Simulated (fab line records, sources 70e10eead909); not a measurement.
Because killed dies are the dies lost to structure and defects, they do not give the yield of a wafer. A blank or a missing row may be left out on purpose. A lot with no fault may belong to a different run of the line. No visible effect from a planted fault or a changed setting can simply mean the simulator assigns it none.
fab line records | flow nand-harc | part 1 of 2: steps 1 to 4 of 6
[record] lots = 21 wafers = 63 last-day = 33
route steps=1302 shown A_STAIRCASE@670
lots that met no fault: taken from a fault-free run of the same line
start-h: hours from the record's opening day to when the first of the lot's shown wafers began | wait-h: hours elapsed since this lot's preceding step | " repeats the value in the row above | L1.1+2: a row that stands for several wafers | - no value, or no start was given | * or withheld: withheld | < > ~ a bound
route shown NAME@n: names a module that has steps shown in the file, with the first one's number in the route | usual: the fault-free wafers' mean and standard deviation | same: alike in all rows | chamber/n: place in a boat | sites: the reading at each site | _std_site: the values' standard deviation | _edge_site: mean of outer sites minus mean of inner sites | radius-mm: how far each site lies from the wafer's centre | mask NAME#n: copy n | behind: the tool/chamber that last shaped the wafer | hold: why the lot was held/for how many hours/how that ended | device: the n, p or np transistor that did not switch | end of line: tests run on the same wafers once the route is complete | where a step has no rows: the recipe by itself | killed: the dies lost at the first sort to structure and to defects; this is not the yield of the wafer | map: dies across one wafer; x = killed, . = not, _ = none there
set.NAME: the setting as run; set.NAME@STEP: as run at that earlier step | model.NAME: the simulator's own value behind a step, which no gauge read
the route's steps for a sample of lots (tables are steps, rows are wafers)
services: from which hour (start-h, from the record's first day; less than 0 if before it) a tool's chamber was out of use, for how many hours, and why
[[steps]]
[step NHARC_A_STAIRCASE_TRIM_14]
[recipe] time-s = 211.2 o2-flow-sccm = 500 ar-flow-sccm = 0 bias-w = 0 chemistry = O2
[usual] drypump-motor-current-A = 5.7/0.34 oes-product-au = 0.998/0.0078 rf-vpp-V = 57.8/0.95 showerhead-plenum-p-Torr = 3.55/0.16 throttle-valve-pct = 17.037/0.0092
// columns lot.wafer tool chamber start-h wait-h drypump-motor-current-A oes-product-au rf-hours-counter-h rf-vpp-V showerhead-plenum-p-Torr throttle-valve-pct
L074.2 rie-diel-01 1 - - 5.4 0.998 53 57.3 3.78 17.040
L074.3 " 2 " " 6.1 0.999 54 57.7 3.58 17.039
L074.6 " 3 " " 5.8 1.003 - 57.9 3.38 17.036
L076.4 rie-diel-01 1 - - 5.4 1.014 55 58.4 3.78 17.045
L076.2 " 3 " " 5.7 1.008 48 56.9 3.38 17.032
L076.6 " 1 " " 5.4 1.013 - 57.8 3.78 17.044
L075.3 rie-diel-13 2 - - 6.0 0.990 6 58.9 3.74 17.043
L075.2 " 3 " " 5.9 0.997 6 56.8 3.38 17.051
L075.5 " 3 " " 5.8 0.995 - 56.1 3.38 17.036
L077.2 rie-diel-12 2 - - 5.9 1.005 32 57.8 3.38 17.038
L077.4 " 0 " " 5.6 1.003 30 57.7 3.39 17.033
L077.5 " 2 " " 5.8 0.998 - 57.6 3.38 17.034
L079.3 rie-diel-13 0 - - 6.4 0.987 18 58.7 3.50 17.035
L079.5 " 1 " " 5.3 1.002 - 58.0 3.63 17.043
L079.6 " 2 " " 6.0 0.986 - 58.2 3.73 17.055
L078.2 rie-diel-01 1 - - 5.4 0.998 2 58.1 3.77 17.031
L078.6 " 2 " " 6.1 0.993 - 56.2 3.57 17.037
L078.5 " 3 " " 5.8 1.004 - 57.0 3.37 17.023
L081.3 rie-diel-13 3 - - 5.9 0.994 30 57.0 3.37 17.046
L081.2 " 0 " " 6.4 0.980 27 58.4 3.50 17.038
L081.5 " 2 " " 6.0 0.982 - 58.0 3.73 17.039
L082.2 rie-diel-01 2 - - 6.1 0.986 13 58.1 3.56 17.032
L082.4 " 0 " " 5.6 0.993 12 57.5 3.44 17.054
L082.6 " 3 " " 5.8 1.002 - 57.3 3.37 17.031
L083.1 rie-diel-01 0 - - 5.6 0.983 19 57.0 3.44 17.048
L083.2 " 2 " " 6.1 0.997 17 58.4 3.56 17.030
L083.6 " 0 " " 5.6 0.995 - 56.6 3.44 17.033
L084.4 rie-diel-12 2 - - 5.8 0.996 0 57.4 3.37 17.040
L084.5 " 0 " " 5.6 1.002 - 57.8 3.38 17.033
L084.6 " 1 " " 5.7 1.009 - 59.5 3.75 17.027
L086.2 rie-diel-01 3 - - 5.8 1.009 20 56.9 3.36 17.038
L086.5 " 0 " " 5.6 0.995 - 57.7 3.44 17.042
L086.6 " 1 " " 5.4 0.995 - 58.6 3.76 17.058
L085.2 rie-diel-12 2 - - 5.8 1.002 3 58.0 3.37 17.045
L085.6 " 2 " " 5.9 0.996 - 58.0 3.37 17.039
L085.5 " 3 " " 5.0 0.998 - 61.0 3.75 17.035
L088.4 rie-diel-13 1 - - 5.2 1.001 50 58.6 3.61 17.047
L088.1 " 0 " " 6.4 1.000 52 56.5 3.49 17.038
L088.6 " 2 " " 6.0 0.997 - 58.7 3.72 17.034
L090.4 rie-diel-12 3 - - 5.0 0.995 17 57.2 3.74 17.042
L090.3 " 0 " " 5.6 0.992 18 57.0 3.37 17.034
L090.6 " 2 " " 5.9 1.004 - 56.8 3.36 17.042
L091.1 rie-diel-13 1 - - 5.3 0.994 0 55.4 3.60 17.033
L091.3 " 2 " " 6.0 0.990 0 60.5 3.71 17.047
L091.6 " 2 " " 6.0 0.991 - 57.2 3.71 17.029
L092.1 rie-diel-12 0 - - 5.6 1.009 28 56.7 3.37 17.044
L092.4 " 1 " " 5.7 0.998 - 59.4 3.73 17.037
L092.6 " 0 " " 5.6 1.000 - 57.3 3.37 17.053
L093.1 rie-diel-01 1 - - 5.4 0.987 58 58.5 3.74 17.036
L093.2 " 2 " " 6.1 0.993 55 58.3 3.54 17.042
L093.6 " 2 " " 6.1 0.990 - 56.5 3.54 17.048
L094.1 rie-diel-01 1 - - 5.4 0.993 60 58.7 3.74 17.023
L094.2 " 0 " " 5.6 0.998 54 57.1 3.42 17.033
L094.6 " 2 " " 6.1 0.998 - 58.7 3.54 17.026
L095.4 rie-diel-12 0 - - 5.7 1.001 36 56.9 3.36 17.036
L095.2 " 3 " " 5.0 1.015 34 59.2 3.73 17.030
L095.5 " 1 " " 5.7 1.002 - 57.4 3.73 17.028
L096.2 rie-diel-13 0 - - 6.4 0.998 19 57.9 3.47 17.039
L096.3 " 1 " " 5.3 1.004 17 58.6 3.59 17.042
L096.4 " 2 " " 6.0 0.992 17 58.4 3.70 17.043
L097.1 rie-diel-01 1 - - 5.4 1.000 4 57.2 3.73 17.037
L097.3 " 3 " " 5.8 1.009 6 56.8 3.34 17.044
L097.6 " 0 " " 5.6 0.995 - 56.4 3.42 17.047
[step NHARC_A_STAIRCASE_TRIM_18]
[recipe] time-s = 211.2 o2-flow-sccm = 500 ar-flow-sccm = 0 bias-w = 0 chemistry = O2
[usual] drypump-motor-current-A = 5.7/0.36 oes-product-au = 0.997/0.0076 rf-vpp-V = 57.8/0.91 showerhead-plenum-p-Torr = 3.55/0.16 throttle-valve-pct = 17.037/0.0098
// columns lot.wafer tool chamber start-h wait-h drypump-motor-current-A oes-product-au rf-hours-counter-h rf-vpp-V showerhead-plenum-p-Torr throttle-valve-pct
L074.3 rie-diel-01 0 - - 5.6 0.991 51 60.5 3.45 17.023
L074.2 " 3 " " 5.8 1.011 47 58.3 3.38 17.042
L074.6 " 0 " " 5.6 1.005 - 56.7 3.45 17.034
L076.2 rie-diel-01 0 - - 5.6 0.995 53 57.5 3.45 17.048
L076.4 " 3 " " 5.8 1.007 48 58.2 3.38 17.052
L076.6 " 0 " " 5.6 0.992 - 58.9 3.45 17.032
L075.2 rie-diel-13 0 - - 6.4 0.998 5 58.0 3.51 17.021
L075.3 " 1 " " 5.3 0.993 5 57.5 3.63 17.026
L075.5 " 0 " " 6.4 0.986 - 58.4 3.51 17.037
L077.2 rie-diel-12 1 - - 5.7 0.998 38 58.2 3.76 17.039
L077.4 " 3 " " 5.0 0.984 33 59.7 3.76 17.040
L077.5 " 2 " " 5.8 0.992 - 58.0 3.38 17.036
L079.3 rie-diel-13 1 - - 5.2 0.998 18 57.8 3.63 17.047
L079.6 " 2 " " 6.0 0.998 - 58.7 3.73 17.055
L079.5 " 3 " " 5.8 1.000 - 57.4 3.37 17.011
L078.2 rie-diel-01 1 - - 5.4 0.994 2 59.2 3.77 17.032
L078.6 " 1 " " 5.4 0.995 - 57.4 3.77 17.035
L078.5 " 2 " " 6.1 0.991 - 57.1 3.57 17.040
L081.2 rie-diel-13 3 - - 5.9 0.988 30 55.9 3.37 17.044
L081.3 " 2 " " 6.0 0.985 29 57.2 3.73 17.035
L081.5 " 2 " " 6.0 0.987 - 58.1 3.73 17.055
L082.4 rie-diel-01 0 - - 5.6 0.986 13 57.8 3.44 17.033
L082.2 " 1 " " 5.4 1.005 14 57.1 3.76 17.030
L082.6 " 1 " " 5.4 0.993 - 58.3 3.76 17.036
L083.2 rie-diel-01 2 - - 6.1 0.985 17 58.2 3.56 17.038
L083.1 " 3 " " 5.8 1.014 16 56.5 3.37 17.037
L083.6 " 2 " " 6.1 0.986 - 58.5 3.56 17.042
L084.4 rie-diel-12 2 - - 5.9 0.994 0 57.4 3.37 17.035
L084.6 " 3 " " 5.0 1.008 - 58.8 3.75 17.033
L084.5 " 0 " " 5.6 1.001 - 57.4 3.38 17.022
L086.2 rie-diel-01 1 - - 5.4 0.995 27 57.1 3.76 17.048
L086.6 " 1 " " 5.4 0.992 - 57.3 3.76 17.030
L086.5 " 2 " " 6.1 0.989 - 56.7 3.56 17.030
L085.2 rie-diel-12 3 - - 5.0 0.996 3 58.7 3.75 17.037
L085.5 " 2 " " 5.9 1.004 - 56.9 3.37 17.029
L085.6 " 3 " " 5.0 0.993 - 57.8 3.75 17.030
L088.1 rie-diel-13 1 - - 5.3 0.991 50 57.9 3.61 17.028
L088.4 " 2 " " 6.0 0.994 52 58.1 3.72 17.038
L088.6 " 0 " " 6.4 1.006 - 58.8 3.49 17.043
L090.4 rie-diel-12 2 - - 5.9 1.006 16 56.5 3.36 17.029
L090.3 " 3 " " 5.0 1.004 18 58.5 3.74 17.029
L090.6 " 3 " " 5.0 0.997 - 58.2 3.74 17.038
L091.1 rie-diel-13 3 - - 5.9 1.002 0 57.2 3.35 17.025
L091.3 " 1 " " 5.3 1.005 1 56.5 3.60 17.021
L091.6 " 0 " " 6.4 0.996 - 57.4 3.48 17.040
L092.1 rie-diel-12 0 - - 5.7 1.015 28 58.4 3.37 17.032
L092.4 " 1 " " 5.7 0.996 23 57.4 3.73 17.031
L092.6 " 2 " " 5.8 1.002 - 57.3 3.36 17.041
L093.1 rie-diel-01 1 - - 5.4 0.991 59 58.8 3.74 17.031
L093.2 " 2 " " 6.1 0.992 55 58.3 3.54 17.046
L093.6 " 2 " " 6.1 0.994 - 57.0 3.54 17.068
L094.1 rie-diel-01 2 - - 6.1 0.990 58 57.2 3.54 17.045
L094.2 " 3 " " 5.8 0.999 52 56.8 3.35 17.043
L094.6 " 1 " " 5.4 0.991 - 58.9 3.74 17.045
L095.4 rie-diel-12 0 - - 5.6 1.006 36 58.2 3.36 17.034
L095.2 " 1 " " 5.7 1.009 31 58.0 3.73 17.043
L095.5 " 2 " " 5.9 1.007 - 57.4 3.35 17.028
L096.2 rie-diel-13 2 - - 6.0 0.976 17 56.9 3.70 17.051
L096.3 " 3 " " 5.9 0.991 20 57.2 3.34 17.020
L096.4 " 0 " " 6.4 0.982 19 57.7 3.47 17.041
L097.3 rie-diel-01 1 - - 5.4 1.009 4 58.2 3.73 17.043
L097.1 " 2 " " 6.1 1.008 6 57.5 3.53 17.032
L097.6 " 1 " " 5.4 1.002 - 57.4 3.73 17.027
[step NHARC_A_STAIRCASE_TRIM_20]
[recipe] time-s = 211.2 o2-flow-sccm = 500 ar-flow-sccm = 0 bias-w = 0 chemistry = O2
[usual] drypump-motor-current-A = 5.7/0.35 oes-product-au = 0.997/0.0085 rf-vpp-V = 57.8/0.94 showerhead-plenum-p-Torr = 3.54/0.16 throttle-valve-pct = 17.037/0.0099
// columns lot.wafer tool chamber start-h wait-h drypump-motor-current-A oes-product-au rf-hours-counter-h rf-vpp-V showerhead-plenum-p-Torr throttle-valve-pct
L074.2 rie-diel-13 1 362.73 0.1 5.3 1.006 3 56.3 3.63 17.029
L074.3 " 3 " " 5.9 0.993 5 57.0 3.38 17.033
L074.6 " 1 " " 5.3 1.000 - 58.6 3.63 17.063
L076.2 rie-diel-12 1 367.78 0.1 5.7 0.981 32 56.7 3.76 17.035
L076.6 " 3 " " 5.0 0.994 - 59.2 3.76 17.042
L076.4 " 1 " " 5.7 0.989 - 58.3 3.76 17.023
L075.3 rie-diel-12 1 370.19 0.4 5.7 0.991 34 58.4 3.76 17.023
L075.2 " 3 " " 5.0 0.990 29 58.9 3.76 17.036
L075.5 " 2 " " 5.9 0.997 - 56.9 3.39 17.039
L077.4 rie-diel-13 1 383.54 0.1 5.3 1.000 13 58.1 3.63 17.019
L077.2 " 2 " " 6.0 0.992 14 57.3 3.74 17.034
L077.5 " 2 " " 6.0 0.982 - 58.3 3.74 17.038
L079.3 rie-diel-13 2 401.59 0.1 6.0 0.988 22 58.2 3.73 17.036
L079.6 " 2 " " 6.0 0.998 - 56.6 3.73 17.046
L079.5 " 3 " " 5.8 0.996 - 57.1 3.37 17.052
L078.2 rie-diel-12 0 402.48 0.1 5.6 1.009 37 58.6 3.39 17.050
L078.5 " 0 " " 5.6 0.998 - 58.1 3.39 17.041
L078.6 " 1 " " 5.7 0.992 - 57.6 3.75 17.036
L081.3 rie-diel-01 3 430.15 0.1 5.8 1.006 10 58.4 3.37 17.025
L081.2 " 1 " " 5.4 0.993 13 58.3 3.77 17.040
L081.5 " 0 " " 5.6 0.997 - 57.0 3.44 17.043
L082.4 rie-diel-01 2 437.04 0.1 6.1 0.987 14 57.2 3.56 17.037
L082.2 " 3 " " 5.8 1.017 12 57.5 3.37 17.042
L082.6 " 0 " " 5.6 1.000 - 58.5 3.44 17.044
L083.2 rie-diel-01 2 449.76 0.2 6.1 0.982 18 57.2 3.56 17.032
L083.1 " 3 " " 5.8 1.003 16 58.6 3.37 17.024
L083.6 " 3 " " 5.8 1.011 - 56.7 3.37 17.041
L084.4 rie-diel-01 2 456.66 0.1 6.1 0.989 21 57.9 3.56 17.049
L084.5 " 3 " " 5.8 1.012 - 55.9 3.36 17.029
L084.6 " 0 " " 5.6 0.990 - 56.2 3.44 17.023
L086.2 rie-diel-01 3 459.98 0.1 5.8 1.001 20 56.9 3.36 17.051
L086.5 " 3 " " 5.8 0.999 - 56.9 3.36 17.027
L086.6 " 0 " " 5.6 0.984 - 58.4 3.44 17.033
L085.2 rie-diel-13 1 463.13 0.2 5.2 1.004 39 58.1 3.61 17.017
L085.6 " 2 " " 6.0 0.986 - 58.5 3.72 17.050
L085.5 " 3 " " 5.8 1.003 - 58.3 3.36 17.028
L088.4 rie-diel-13 3 499.48 0.1 5.8 0.999 53 56.9 3.36 17.035
L088.1 " 0 " " 6.4 0.995 52 58.0 3.49 17.040
L088.6 " 3 " " 5.9 0.992 - 57.1 3.36 17.031
L090.3 rie-diel-12 0 511.19 0.1 5.6 1.011 19 58.5 3.37 17.040
L090.4 " 1 " " 5.7 1.008 15 58.5 3.74 17.029
L090.6 " 1 " " 5.7 1.002 - 59.2 3.74 17.034
L091.3 rie-diel-13 2 534.08 0.1 6.0 0.990 1 57.5 3.71 17.051
L091.1 " 3 " " 5.8 0.998 1 57.3 3.35 17.030
L091.6 " 2 " " 6.0 0.992 - 57.7 3.71 17.040
L092.1 rie-diel-13 2 541.04 0.1 6.0 0.999 3 56.2 3.71 17.036
L092.4 " 0 " " 6.4 0.987 5 57.1 3.48 17.036
L092.6 " 3 " " 5.8 1.005 - 57.2 3.35 17.023
L093.1 rie-diel-13 2 542.22 0.1 6.0 0.999 3 59.1 3.71 17.044
L093.2 " 0 " " 6.4 1.002 5 56.5 3.48 17.032
L093.6 " 2 " " 6.0 0.989 - 58.4 3.71 17.024
L094.1 rie-diel-13 3 549.56 0.2 5.9 0.989 7 57.2 3.35 17.052
L094.2 " 0 " " 6.4 0.983 6 58.0 3.48 17.031
L094.6 " 3 " " 5.8 1.000 - 56.3 3.35 17.043
L095.4 rie-diel-12 3 569.58 0.1 5.0 0.997 34 58.8 3.73 17.037
L095.2 " 0 " " 5.6 1.007 36 57.8 3.36 17.023
L095.5 " 2 " " 5.9 1.004 - 57.4 3.35 17.027
L096.3 rie-diel-12 2 585.02 0.1 5.8 1.003 38 57.9 3.35 17.036
L096.2 " 3 " " 5.0 1.007 39 58.4 3.73 17.035
L096.4 " 1 " " 5.7 1.008 38 58.1 3.72 17.026
L097.1 rie-diel-01 2 585.39 0.1 6.1 0.995 6 58.9 3.53 17.025
L097.3 " 1 " " 5.4 1.002 4 58.4 3.73 17.035
L097.6 " 2 " " 6.1 1.001 - 57.9 3.53 17.049
[step NHARC_A_STAIRCASE_TRIM_22]
[recipe] time-s = 211.2 o2-flow-sccm = 500 ar-flow-sccm = 0 bias-w = 0 chemistry = O2
[usual] drypump-motor-current-A = 5.7/0.37 oes-product-au = 0.997/0.0082 rf-vpp-V = 57.9/0.9 showerhead-plenum-p-Torr = 3.55/0.16 throttle-valve-pct = 17.035/0.0094
// columns lot.wafer tool chamber start-h wait-h drypump-motor-current-A oes-product-au rf-hours-counter-h rf-vpp-V showerhead-plenum-p-Torr throttle-valve-pct
L074.3 rie-diel-13 2 - - 6.0 0.998 5 59.5 3.74 17.041
L074.2 " 3 " " 5.8 0.992 5 58.2 3.38 17.027
L074.6 " 1 " " 5.3 1.011 - 57.3 3.63 17.021
L076.2 rie-diel-12 0 - - 5.6 1.000 25 58.2 3.39 17.026
L076.4 " 0 " " 5.6 0.988 - 57.5 3.39 17.040
L076.6 " 1 " " 5.7 0.995 - 57.3 3.76 17.028
L075.2 rie-diel-12 3 - - 5.0 0.982 29 60.2 3.76 17.047
L075.3 " 0 " " 5.6 0.995 27 57.2 3.39 17.038
L075.5 " 3 " " 5.0 0.998 - 58.5 3.76 17.027
L077.2 rie-diel-13 2 - - 6.0 1.002 14 58.8 3.74 17.017
L077.4 " 3 " " 5.9 1.003 14 55.5 3.38 17.038
L077.5 " 2 " " 6.0 1.000 - 59.0 3.74 17.035
L079.3 rie-diel-13 1 - - 5.2 0.999 18 58.9 3.63 17.038
L079.5 " 0 " " 6.4 0.975 - 58.5 3.50 17.025
L079.6 " 1 " " 5.3 1.010 - 57.8 3.63 17.027
L078.2 rie-diel-12 3 - - 5.0 0.994 33 58.6 3.76 17.034
L078.5 " 0 " " 5.6 0.993 - 57.7 3.39 17.032
L078.6 " 1 " " 5.7 1.002 - 57.3 3.75 17.038
L081.3 rie-diel-01 2 - - 6.1 0.982 12 58.8 3.57 17.032
L081.2 " 0 " " 5.6 1.002 11 58.4 3.44 17.022
L081.5 " 3 " " 5.8 1.006 - 57.7 3.37 17.034
L082.4 rie-diel-01 3 - - 5.7 1.008 12 57.4 3.37 17.021
L082.2 " 0 " " 5.6 1.003 13 57.2 3.44 17.037
L082.6 " 1 " " 5.4 1.004 - 57.4 3.76 17.042
L083.2 rie-diel-01 1 - - 5.4 1.001 21 57.4 3.76 17.021
L083.1 " 2 " " 6.1 1.001 18 59.6 3.56 17.039
L083.6 " 1 " " 5.4 0.991 - 58.4 3.76 17.037
L084.4 rie-diel-01 0 - - 5.6 0.990 25 58.6 3.44 17.030
L084.5 " 1 " " 5.4 1.010 - 57.7 3.76 17.035
L084.6 " 2 " " 6.1 1.000 - 58.6 3.56 17.041
L086.2 rie-diel-01 1 - - 5.4 0.996 27 58.8 3.76 17.047
L086.5 " 2 " " 6.1 0.999 - 57.5 3.56 17.036
L086.6 " 3 " " 5.8 1.024 - 58.2 3.36 17.030
L085.2 rie-diel-13 1 - - 5.3 0.991 39 59.1 3.61 17.027
L085.5 " 2 " " 6.0 0.990 - 58.1 3.72 17.052
L085.6 " 3 " " 5.8 0.999 - 56.8 3.36 17.031
L088.4 rie-diel-13 0 - - 6.4 0.993 52 56.6 3.49 17.031
L088.1 " 2 " " 6.0 0.996 52 59.2 3.72 17.025
L088.6 " 0 " " 6.4 0.990 - 59.9 3.49 17.031
L090.3 rie-diel-12 1 - - 5.7 1.000 15 58.6 3.74 17.034
L090.4 " 3 " " 5.0 0.994 18 58.4 3.74 17.027
L090.6 " 1 " " 5.7 0.990 - 58.0 3.74 17.020
L091.3 rie-diel-13 0 - - 6.4 0.994 1 57.5 3.48 17.044
L091.1 " 3 " " 5.8 1.004 1 58.2 3.35 17.038
L091.6 " 0 " " 6.4 0.989 - 56.6 3.48 17.030
L092.4 rie-diel-13 1 - - 5.3 1.005 3 60.2 3.60 17.033
L092.1 " 3 " " 5.9 0.999 5 58.4 3.35 17.048
L092.6 " 1 " " 5.2 0.999 - 58.6 3.60 17.041
L093.1 rie-diel-13 2 - - 6.0 0.984 4 57.6 3.71 17.034
L093.2 " 3 " " 5.8 0.997 5 57.8 3.35 17.047
L093.6 " 2 " " 6.0 0.990 - 58.7 3.71 17.032
L094.1 rie-diel-13 1 - - 5.3 0.994 5 57.8 3.60 17.039
L094.2 " 3 " " 5.9 1.004 7 56.8 3.35 17.035
L094.6 " 1 " " 5.3 0.991 - 58.2 3.60 17.046
L095.2 rie-diel-12 2 - - 5.9 1.004 33 56.4 3.35 17.029
L095.4 " 1 " " 5.7 0.991 31 57.2 3.73 17.037
L095.5 " 3 " " 5.0 1.003 - 57.6 3.73 17.045
L096.4 rie-diel-12 3 - - 5.0 1.005 39 59.0 3.73 17.030
L096.2 " 0 " " 5.6 1.009 43 57.7 3.36 17.033
L096.3 " 1 " " 5.7 1.015 38 58.1 3.72 17.029
L097.1 rie-diel-01 3 - - 5.8 0.998 7 57.5 3.34 17.041
L097.3 " 2 " " 6.1 0.990 6 56.3 3.53 17.046
L097.6 " 0 " " 5.6 1.006 - 59.6 3.42 17.040
